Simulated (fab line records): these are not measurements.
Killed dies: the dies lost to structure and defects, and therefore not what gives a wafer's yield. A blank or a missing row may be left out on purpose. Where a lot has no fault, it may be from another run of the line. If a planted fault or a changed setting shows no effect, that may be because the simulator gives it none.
Split-lot trial	flow n5-finfet	route with 1938 steps; 7 lots, 39 wafers read

== ON THE SPLIT ==
At N5_DUMMY_GATE_ETCH_31 (etches SiO2 in C4F6/O2, target depth 82.5 nm, time 27.5 s), the setting target-depth-a was moved away from the recipe's 825 angstrom on 9 of the 39 wafers read, by -10.6% to +9.9%. This setting was run at the recipe's value on the other wafers.

Reading taken at the split's own step.

== THE READING ==
SOC_of_DUMMY_GATE_COAT_34.thk-nm (the simulator's own value, which no gauge read), in nm, at N5_DUMMY_GATE_ETCH_31 (etches SiO2 in C4F6/O2, target depth 82.5 nm, time 27.5 s). No usual value for it is given in the file. Average 51.8 nm, standard deviation 0.25 nm, over the 30 wafers here run with the recipe.

wafer	tool, chamber at the split	target-depth-a as run, angstrom	against the recipe	SOC_of_DUMMY_GATE_COAT_34.thk-nm, nm	against lot-mates on the recipe
L079.1	rie-diel-04, 3	825	recipe	51.8	-
L079.2	rie-diel-04, 1	825	recipe	51.2	-
L079.3	rie-diel-04, 2	825	recipe	51.4	-
L080.1	rie-diel-05, 2	825	recipe	51.6	-
L080.2	rie-diel-05, 1	737.7	-10.6%	52.4	+0.6
L080.3	rie-diel-05, 3	825	recipe	52	-
L080.4	rie-diel-05, 0	737.7	-10.6%	52.6	+0.8
L080.5	rie-diel-05, 3	737.7	-10.6%	52.4	+0.6
L080.6	rie-diel-05, 0	825	recipe	51.8	-
L081.1	rie-diel-04, 3	825	recipe	51.6	-
L081.2	rie-diel-04, 2	870.3	+5.5%	51	-0.6
L081.3	rie-diel-04, 0	870.3	+5.5%	51.2	-0.4
L081.4	rie-diel-04, 1	870.3	+5.5%	51	-0.6
L081.5	rie-diel-04, 0	825	recipe	51.8	-
L081.6	rie-diel-04, 1	825	recipe	51.4	-
L084.1	rie-diel-04, 0	825	recipe	52	-
L084.2	rie-diel-04, 3	825	recipe	52	-
L084.3	rie-diel-04, 1	825	recipe	51.8	-
L084.4	rie-diel-04, 2	825	recipe	52	-
L084.5	rie-diel-04, 3	825	recipe	51.8	-
L084.6	rie-diel-04, 2	825	recipe	51.8	-
L087.1	rie-diel-05, 1	825	recipe	51.4	-
L087.2	rie-diel-05, 2	825	recipe	51.6	-
L087.3	rie-diel-05, 0	825	recipe	51.6	-
L087.4	rie-diel-05, 3	825	recipe	51.6	-
L087.5	rie-diel-05, 3	825	recipe	51.4	-
L087.6	rie-diel-05, 2	825	recipe	51.6	-
L090.1	rie-diel-05, 0	825	recipe	52	-
L090.2	rie-diel-05, 3	825	recipe	51.8	-
L090.3	rie-diel-05, 1	825	recipe	51.6	-
L090.4	rie-diel-05, 2	825	recipe	52	-
L090.5	rie-diel-05, 1	825	recipe	52	-
L090.6	rie-diel-05, 0	825	recipe	51.8	-
L094.1	rie-diel-01, 2	825	recipe	51.8	-
L094.2	rie-diel-01, 3	906.3	+9.9%	50.8	-1.3
L094.3	rie-diel-01, 1	906.3	+9.9%	51.2	-0.9
L094.4	rie-diel-01, 0	825	recipe	52.2	-
L094.5	rie-diel-01, 1	825	recipe	52.2	-
L094.6	rie-diel-01, 2	906.3	+9.9%	51	-1.1

THE FIT
A straight line over all 39 wafers: SOC_of_DUMMY_GATE_COAT_34.thk-nm changes by -0.0778 nm for each +1% of target-depth-a; r = -0.82; the points scatter about the line by 0.24 nm.
The same after taking each lot's own level away (the mean of its wafers on the recipe; 39 wafers): -0.0849 nm for each +1%; r = -0.91; scatter 0.17 nm.
That fit puts the effect of the largest move of target-depth-a on the reading at 0.9 nm.
From 51.47 to 52.07 nm: that is the span of the lots' own levels, equal to 2.4 times the standard deviation above.
Consequently the slope shifts little with the lot-to-lot level, the two slopes agreeing.
Check: +0.919 nm against its lot-mates is what the line predicts for one of the wafers moved furthest among these (-10.6%) when that wafer is left out of the fit. Against them it came out at +0.6 nm.

== THESE WAFERS: OTHER SPLITS ==
Before the reading, these wafers also passed through other splits. Each is held against what the fit with the lots' levels taken away leaves over:
other split on the same wafers	wafers away from the commonest value	r with SOC_of_DUMMY_GATE_COAT_34.thk-nm (lot level and that fit taken away)
N5_FIN_SAQP_ETCH_65 time-s	9	+0.24
N5_DUMMY_GATE_ETCH_37 source-w	15	+0.27

== THE WHOLE CHAIN: every reading that the file lists as answering this split, in the file's order ==
step	what it does	reading	change (the file's fit)	r (the file's)
N5_DUMMY_GATE_ETCH_31	etches SiO2 in C4F6/O2, target depth 82.5 nm, time 27.5 s	etch.depth-nm (the simulator's own value, which no gauge read)	+0.861 nm for each +1% of the setting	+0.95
N5_DUMMY_GATE_ETCH_31	etches SiO2 in C4F6/O2, target depth 82.5 nm, time 27.5 s	SOC_of_DUMMY_GATE_COAT_34.thk-nm (the simulator's own value, which no gauge read)	-0.0857 nm for each +1% of the setting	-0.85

== THE FILE'S OWN FIT ==
SOC_of_DUMMY_GATE_COAT_34.thk-nm changes by -0.0857 nm for each +1% of target-depth-a, r = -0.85.
